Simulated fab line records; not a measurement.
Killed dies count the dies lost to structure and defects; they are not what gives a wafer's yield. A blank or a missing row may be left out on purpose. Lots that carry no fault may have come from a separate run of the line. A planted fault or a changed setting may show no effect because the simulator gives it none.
Matching of chambers    flow n5Finfet    4 sister chambers for N5_BEOL_M6_ALD_77 on aldMetal-02
The step deposits TaN, target thk 2 nm, pulse time 2 s, purge time 3 s. 4 wafers are shown with their chamber, then 7 later ones without.

== WAFERS, EACH WITH ITS CHAMBER ==
wafer   chamber  heaterPowerW (W)
L086.3  2        449
L088.5  0        442
L087.1  1        405
L087.3  3        407

== WAFERS WITH NO CHAMBER GIVEN ==
wafer   heaterPowerW (W)
L087.6  427
L090.1  407
L090.4  444
L090.5  445
L091.3  413
L091.5  392
L091.6  443

== WHICH CHAMBER EACH ONE RAN IN ==
wafer   from the rows above                in truth
L087.6  can't be placed: 0 or 3 or 1 or 2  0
L090.1  can't be placed: 3 or 1            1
L090.4  can't be placed: 0 or 2            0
L090.5  can't be placed: 0 or 2            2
L091.3  can't be placed: 3 or 1            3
L091.5  can't be placed: 1 or 3            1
L091.6  can't be placed: 0 or 2            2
Correct placement for 0 of the 7. From these rows, 7 cannot be placed; in 7 the true chamber is one of the candidates. Wrongly placed: 0.
How it was worked out, from the rows above alone: a wafer's distance from a chamber is the root of the sum, over the readings, of the square of ((its reading less the chamber's mean) divided by the reading's scatter). The wafer belongs to the nearest chamber; if the next one is less than 2 further off, it can't be placed. A chamber's mean is the mean of its shown wafers. The scatter: root of mean squared gap, hidden wafer to nearest shown wafer, with one shown wafer a chamber.
